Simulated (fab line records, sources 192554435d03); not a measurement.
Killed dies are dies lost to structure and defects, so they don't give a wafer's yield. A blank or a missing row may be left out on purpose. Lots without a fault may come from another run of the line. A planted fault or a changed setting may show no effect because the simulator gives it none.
Which tool did it? | flow n5_finfet | 24 lots, 72 wafers sampled, at 1 step of a route of 1938

WHAT THE GAUGES READ, wafer by wafer
N5_BEOL_M2_CD_MEAS_18: pitch 36 nm, target cd 18 nm.
lot  | measured     | on        | cd_nm (nm)
L074 | day 6 18:52  | cd_sem-03 | 18.0 18.7 17.8
L075 | day 7 00:43  | cd_sem-02 | 17.2 17.9 18.0
L076 | day 7 01:01  | cd_sem-03 | 18.1 17.8 17.9
L077 | day 7 01:21  | cd_sem-02 | 17.8 18.2 17.7
L078 | day 7 13:31  | cd_sem-02 | 17.5 18.9 17.8
L079 | day 7 13:53  | cd_sem-02 | 17.8 17.9 18.3
L081 | day 8 13:32  | cd_sem-03 | 17.8 17.5 17.5
L080 | day 8 13:48  | cd_sem-03 | 18.4 18.1 18.4
L082 | day 8 14:28  | cd_sem-01 | 18.5 17.8 18.3
L083 | day 9 00:55  | cd_sem-03 | 18.8 17.8 18.0
L084 | day 9 05:34  | cd_sem-02 | 18.1 18.2 18.1
L085 | day 9 09:57  | cd_sem-02 | 17.7 18.0 18.1
L086 | day 9 22:48  | cd_sem-01 | 18.1 18.1 17.3
L087 | day 10 08:07 | cd_sem-02 | 18.1 17.9 18.2
L089 | day 10 09:28 | cd_sem-01 | 18.4 17.8 17.8
L088 | day 10 09:31 | cd_sem-03 | 18.3 18.0 18.0
L090 | day 11 01:08 | cd_sem-02 | 18.6 18.3 17.5
L091 | day 11 05:04 | cd_sem-02 | 18.0 17.3 17.5
L092 | day 11 08:02 | cd_sem-02 | 17.5 17.5 17.6
L095 | day 11 18:15 | cd_sem-02 | 17.2 17.7 17.7
L094 | day 11 22:26 | cd_sem-03 | 18.2 18.0 17.8
L093 | day 12 05:55 | cd_sem-02 | 17.6 17.3 17.3
L096 | day 12 10:28 | cd_sem-01 | 17.9 18.0 18.0
L097 | day 12 14:58 | cd_sem-02 | 18.2 18.1 18.2

WHICH TOOL RAN EACH LOT (tool, then ch and the chambers of the sampled wafers, then the start)
The record holds no process step before these readings.

WHAT THE TOOLS THEMSELVES READ (means of the sampled wafers that have a number; where no wafer has one, the mark that the record gives instead)
The record holds no such reading with a usual standard deviation.

THE ANSWER, worked out from the rows above alone
Rule: what is usual is taken from the lots themselves. Put in order of their means at a reading, lots are off if they are a third of the lots or fewer, leave a main group of 4 or more, and stand apart from it by a gap of 3 or more times the standard deviation of the main group's means; of several such gaps the widest counts. A main group whose means are all the same, to the digits that the tables above print for the reading, isn't used. A lot without any number at a reading at which 4 lots or more have one is off too. The other lots that the step has rows for count as sound. The gauges are gone through in route order, then the tools' own readings, and for those a lot's mean is taken as printed above. The first step at which some lot is off is used, and at that step the reading that is off furthest; a lot without a number counts as furthest.
No lot is off at any reading shown: from this, nothing can be told.

WHAT THE SIMULATOR HAD PUT IN
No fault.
